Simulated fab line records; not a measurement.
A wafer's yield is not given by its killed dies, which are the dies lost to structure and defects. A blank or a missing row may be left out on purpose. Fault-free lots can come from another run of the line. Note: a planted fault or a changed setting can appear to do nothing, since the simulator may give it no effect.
Which of the tools did it?	flow n5_finfet	24 lots with 72 wafers sampled at 6 steps, on a route of 1938 steps

## WHAT THE GAUGES SHOWED, per wafer
N5_BEOL_M7_THK_MEAS_53: measures by xrf. Usual: M7_THK gives 79.4 nm (standard deviation 2).
lot	measured	on	M7_THK (nm)	flag
L076	day 10 16:19	film_metro-02	79.0 79.3 81.3	
L074	day 10 20:55	film_metro-02	80.0 81.7 80.7	
L075	day 10 23:35	film_metro-01	76.1 81.5 77.5	
L077	day 11 01:05	film_metro-02	79.3 76.5 82.0	
L078	day 11 21:55	film_metro-01	79.3 78.1 80.3	
L080	day 12 00:00	film_metro-01	79.9 81.7 78.6	
L079	day 12 00:52	film_metro-02	78.4 79.3 79.5	
L081	day 12 01:23	film_metro-01	80.9 80.0 76.5	
L082	day 12 10:17	film_metro-02	79.9 77.0 77.4	
L083	day 13 01:26	film_metro-02	81.5 78.3 77.9	
L084	day 13 06:22	film_metro-01	80.5 79.4 81.2	
L086	day 13 14:52	film_metro-02	77.3 77.8 75.7	
L087	day 13 16:13	film_metro-02	81.6 81.7 83.6	
L085	day 13 16:53	film_metro-01	74.0 76.1 77.6	
L089	day 14 22:04	film_metro-02	78.4 76.8 77.6	
L091	day 14 22:21	film_metro-01	78.1 80.1 81.1	
L090	day 15 00:20	film_metro-01	80.1 77.9 77.4	
L088	day 15 02:07	film_metro-02	80.8 79.4 80.2	
L092	day 15 05:28	film_metro-02	82.2 77.0 80.4	
L094	day 15 11:04	film_metro-02	82.4 82.6 78.9	
L093	day 15 12:22	film_metro-01	81.2 77.7 80.5	
L095	day 16 04:00	film_metro-02	79.5 76.9 77.8	
L096	day 16 08:41	film_metro-02	79.7 80.7 82.4	
L097	day 16 10:38	film_metro-01	78.8 79.3 75.9	

N5_BEOL_M7_INSPECT_58: inspects for defects (darkfield). Usual: 71 for raw_defect_count, sd 23.
lot	measured	on	raw_defect_count	flag
L076	day 10 16:28	defect_inspect-01	33 38 34	
L074	day 10 21:04	defect_inspect-02	96 50 96	
L075	day 10 23:45	defect_inspect-02	55 64 77	
L077	day 11 01:14	defect_inspect-02	64 73 61	
L078	day 11 22:04	defect_inspect-02	123 93 102	
L080	day 12 00:11	defect_inspect-02	68 91 58	
L079	day 12 01:02	defect_inspect-01	56 79 57	
L081	day 12 01:33	defect_inspect-02	69 76 81	
L082	day 12 10:27	defect_inspect-01	117 87 73	
L083	day 13 01:36	defect_inspect-02	57 45 68	
L084	day 13 06:31	defect_inspect-01	53 41 56	
L086	day 13 15:01	defect_inspect-02	59 99 77	
L087	day 13 16:22	defect_inspect-01	53 72 71	
L085	day 13 17:03	defect_inspect-01	94 48 40	
L089	day 14 22:13	defect_inspect-01	63 68 40	
L091	day 14 22:31	defect_inspect-01	70 106 71	
L090	day 15 00:30	defect_inspect-01	41 66 76	
L088	day 15 02:17	defect_inspect-02	75 129 114	
L092	day 15 05:39	defect_inspect-02	60 58 74	
L094	day 15 11:14	defect_inspect-01	70 58 73	
L093	day 15 12:31	defect_inspect-01	47 50 56	
L095	day 16 04:09	defect_inspect-01	41 76 42	
L096	day 16 08:51	defect_inspect-01	73 79 61	
L097	day 16 10:50	defect_inspect-02	56 74 68	

N5_BEOL_M9_OVL_MEAS_12. Usual: M9_OVL gives -1.0 nm (standard deviation 0.71).
lot	measured	on	M9_OVL (nm)	flag
L076	day 11 06:25	overlay-02	-0.1 -1.4 -0.7	
L074	day 11 07:10	overlay-01	-1.7 -2.6 -2.4	
L075	day 11 12:07	overlay-02	-1.5 -1.2 -1.4	
L077	day 11 12:55	overlay-02	-1.1 -1.6 -1.2	
L078	day 12 07:19	overlay-01	-2.0 -1.0 0.8	
L080	day 12 12:37	overlay-02	-1.4 -0.9 -0.8	
L079	day 12 12:19	overlay-02	-0.5 0.0 -1.2	
L081	day 12 13:10	overlay-01	-0.5 -1.5 -0.2	
L082	day 12 19:34	overlay-01	-1.3 -0.8 -1.8	
L083	day 13 14:48	overlay-01	-0.7 -0.5 -1.6	
L084	day 13 17:58	overlay-02	-1.5 -1.2 -2.6	
L086	day 14 05:59	overlay-02	-0.8 -1.2 -1.9	
L087	day 14 06:14	overlay-01	-1.0 -1.2 -1.1	
L085	day 14 06:12	overlay-02	-0.9 -0.9 -1.0	
L089	day 15 10:16	overlay-01	-1.0 -1.4 -1.1	
L091	day 15 10:02	overlay-02	-0.6 -2.3 -1.4	
L090	day 15 10:25	overlay-02	-1.7 -1.7 -0.5	
L088	day 15 15:17	overlay-02	-1.8 -1.6 -1.3	
L092	day 15 15:47	overlay-02	-1.2 -0.6 -1.1	
L094	day 16 01:11	overlay-01	0.4 -0.7 0.0	
L093	day 16 01:33	overlay-01	-0.3 -0.4 -1.0	
L095	day 16 12:50	overlay-01	0.3 -0.3 0.8	
L096	day 16 20:11	overlay-01	-1.4 -0.6 -1.8	
L097	day 16 20:13	overlay-02	-1.3 -1.9 -1.8	

## TOOL THAT RAN EACH LOT (tool first, then ch and the chambers of the sampled wafers, then the start)
lot	N5_BEOL_M8_CURE_74	N5_BEOL_M8_PECVD_70	N5_BEOL_M8_DEGAS_44
L076	uv_cure-03 ch 2, day 10 16:39	pecvd-01 ch 0,1, day 10 17:07	pvd_sputter-01, day 10 22:55
L074	uv_cure-01 ch 1, day 10 21:10	pecvd-01 ch 1,2, day 10 21:43	pvd_sputter-03, day 11 01:14
L075	uv_cure-02 ch 1, day 10 23:51	pecvd-04 ch 0,2, day 11 00:53	pvd_sputter-03, day 11 07:23
L077	uv_cure-01 ch 1, day 11 01:47	pecvd-01 ch 1,2, day 11 02:15	pvd_sputter-03, day 11 08:59
L078	uv_cure-03 ch 2, day 11 22:10	pecvd-03 ch 0,1, day 11 22:43	pvd_sputter-01, day 12 03:21
L080	uv_cure-02 ch 0, day 12 00:17	pecvd-04 ch 1,2, day 12 00:50	pvd_sputter-01, day 12 08:28
L079	uv_cure-03 ch 1, day 12 01:13	pecvd-04 ch 0,2, day 12 01:41	pvd_sputter-01, day 12 08:19
L081	uv_cure-02 ch 2, day 12 01:39	pecvd-04 ch 0,1,2, day 12 02:12	pvd_sputter-03, day 12 09:01
L082	uv_cure-02 ch 0, day 12 10:51	pecvd-03 ch 0,2, day 12 11:24	pvd_sputter-02, day 12 15:31
L083	uv_cure-03 ch 0, day 13 01:42	pecvd-04 ch 0,1,2, day 13 02:44	pvd_sputter-03, day 13 08:31
L084	uv_cure-02 ch 1, day 13 06:47	pecvd-04 ch 0,1, day 13 07:10	pvd_sputter-03, day 13 11:27
L086	uv_cure-02 ch 0, day 13 15:07	pecvd-03 ch 1,2, day 13 15:40	pvd_sputter-01, day 14 00:41
L087	uv_cure-01 ch 2, day 13 16:29	pecvd-01 ch 0,1,2, day 13 17:31	pvd_sputter-02, day 14 01:37
L085	uv_cure-02 ch 0, day 13 17:36	pecvd-01 ch 0,1,2, day 13 17:59	pvd_sputter-01, day 14 00:51
L089	uv_cure-03 ch 0, day 14 22:24	pecvd-01 ch 1,2, day 14 22:52	pvd_sputter-03, day 15 05:07
L091	uv_cure-02 ch 0, day 14 22:37	pecvd-04 ch 0,1,2, day 14 23:10	pvd_sputter-03, day 15 04:41
L090	uv_cure-03 ch 1, day 15 00:36	pecvd-01 ch 0,1,2, day 15 01:09	pvd_sputter-03, day 15 05:11
L088	uv_cure-02 ch 0, day 15 02:32	pecvd-04 ch 1,2, day 15 02:56	pvd_sputter-03, day 15 07:52
L092	uv_cure-03 ch 2, day 15 05:50	pecvd-04 ch 1,2, day 15 06:18	pvd_sputter-01, day 15 10:20
L094	uv_cure-03 ch 2, day 15 11:29	pecvd-03 ch 0,1,2, day 15 11:53	pvd_sputter-02, day 15 20:24
L093	uv_cure-02 ch 0, day 15 12:37	pecvd-03 ch 0,2, day 15 13:10	pvd_sputter-01, day 15 21:02
L095	uv_cure-02 ch 0, day 16 04:20	pecvd-03 ch 0,2, day 16 04:48	pvd_sputter-01, day 16 09:53
L096	uv_cure-03 ch 2, day 16 09:08	pecvd-04 ch 0,1, day 16 09:32	pvd_sputter-01, day 16 14:29
L097	uv_cure-02 ch 0, day 16 10:56	pecvd-01 ch 1,2, day 16 11:29	pvd_sputter-02, day 16 15:32
- N5_BEOL_M8_CURE_74: cures SiCOH lowk, time 240 s.
- N5_BEOL_M8_PECVD_70: deposits SiO2 from TEOS/O2, target thk 20 nm, time 22.7 s.
- N5_BEOL_M8_DEGAS_44: time 60 s.

## AS READ BY THE TOOLS THEMSELVES (means over the sampled wafers that have a number; for cases with no such wafer, the mark the record gives instead)
N5_BEOL_M8_CURE_74. Usual: lamp_power_pct 52.31 %, standard deviation 0.058; wafer_temp_C_max 387.1, standard deviation 0.63.
lot	tool	lamp_power_pct (%)	wafer_temp_C_max	flag
L076	uv_cure-03	52.32	387.5	
L074	uv_cure-01	52.31	387.0	
L075	uv_cure-02	52.30	387.2	
L077	uv_cure-01	52.28	386.9	
L078	uv_cure-03	52.27	387.5	
L080	uv_cure-02	52.39	387.5	
L079	uv_cure-03	52.33	386.9	
L081	uv_cure-02	52.35	387.1	
L082	uv_cure-02	52.29	387.3	
L083	uv_cure-03	52.36	385.7	
L084	uv_cure-02	52.35	387.4	
L086	uv_cure-02	52.31	387.8	
L087	uv_cure-01	52.31	386.1	
L085	uv_cure-02	52.26	386.7	
L089	uv_cure-03	52.30	385.9	
L091	uv_cure-02	52.29	387.9	
L090	uv_cure-03	52.27	386.8	
L088	uv_cure-02	52.38	387.1	
L092	uv_cure-03	52.32	387.0	
L094	uv_cure-03	52.25	387.4	
L093	uv_cure-02	52.27	387.3	
L095	uv_cure-02	52.28	387.4	
L096	uv_cure-03	52.34	387.0	
L097	uv_cure-02	52.31	387.4	

N5_BEOL_M8_PECVD_70. Usual: heater_power_w 746 W, standard deviation 120; showerhead_plenum_p_Torr 8.82 Torr, standard deviation 0.069; throttle_valve_pct 22.4 %, standard deviation 1.9.
lot	tool	heater_power_w (W)	showerhead_plenum_p_Torr (Torr)	throttle_valve_pct (%)	flag
L076	pecvd-01	692	8.88	22.1	
L074	pecvd-01	727	8.83	22.1	
L075	pecvd-04	651	8.82	21.2	
L077	pecvd-01	834	8.79	21.9	
L078	pecvd-03	823	8.85	24.7	
L080	pecvd-04	643	8.76	23.1	
L079	pecvd-04	688	8.83	21.3	
L081	pecvd-04	664	8.79	22.1	
L082	pecvd-03	800	8.78	24.8	
L083	pecvd-04	715	8.78	22.1	
L084	pecvd-04	700	8.76	22.0	
L086	pecvd-03	838	8.91	22.4	
L087	pecvd-01	795	8.84	21.8	
L085	pecvd-01	745	8.83	21.7	
L089	pecvd-01	812	8.79	21.8	
L091	pecvd-04	677	8.79	22.2	
L090	pecvd-01	791	8.85	21.8	
L088	pecvd-04	606	8.82	22.3	
L092	pecvd-04	655	8.77	23.2	
L094	pecvd-03	745	8.85	23.7	
L093	pecvd-03	859	8.80	24.9	
L095	pecvd-03	860	8.79	25.0	
L096	pecvd-04	663	8.76	22.4	
L097	pecvd-01	776	8.84	22.3	

N5_BEOL_M8_DEGAS_44. Usual: 339 W for heater_power_w, sd 22.
lot	tool	heater_power_w (W)	flag
L076	pvd_sputter-01	328	
L074	pvd_sputter-03	351	
L075	pvd_sputter-03	352	
L077	pvd_sputter-03	339	
L078	pvd_sputter-01	338	
L080	pvd_sputter-01	330	
L079	pvd_sputter-01	338	
L081	pvd_sputter-03	318	
L082	pvd_sputter-02	342	
L083	pvd_sputter-03	356	
L084	pvd_sputter-03	343	
L086	pvd_sputter-01	326	
L087	pvd_sputter-02	360	
L085	pvd_sputter-01	338	
L089	pvd_sputter-03	368	
L091	pvd_sputter-03	348	
L090	pvd_sputter-03	351	
L088	pvd_sputter-03	360	
L092	pvd_sputter-01	335	
L094	pvd_sputter-02	337	
L093	pvd_sputter-01	341	
L095	pvd_sputter-01	339	
L096	pvd_sputter-01	326	
L097	pvd_sputter-02	349	

## THE ANSWER, worked out from the rows above alone
Rule: lot off if the mean of its wafers having a number is beyond 3 standard deviations from the usual mean. Also off: a lot with no number at a reading for which 4 or more lots have one. Any other lot the step has rows for is counted as sound. First the gauges in route order, then the tools' own readings, where a lot's mean is used as printed above. At the first step where some lot is off, the reading lying furthest off is the one used; lots without a number count as furthest.
Across all readings shown, no lot is off: no conclusion can be drawn from this.

## WHAT THE SIMULATOR HAD INSERTED
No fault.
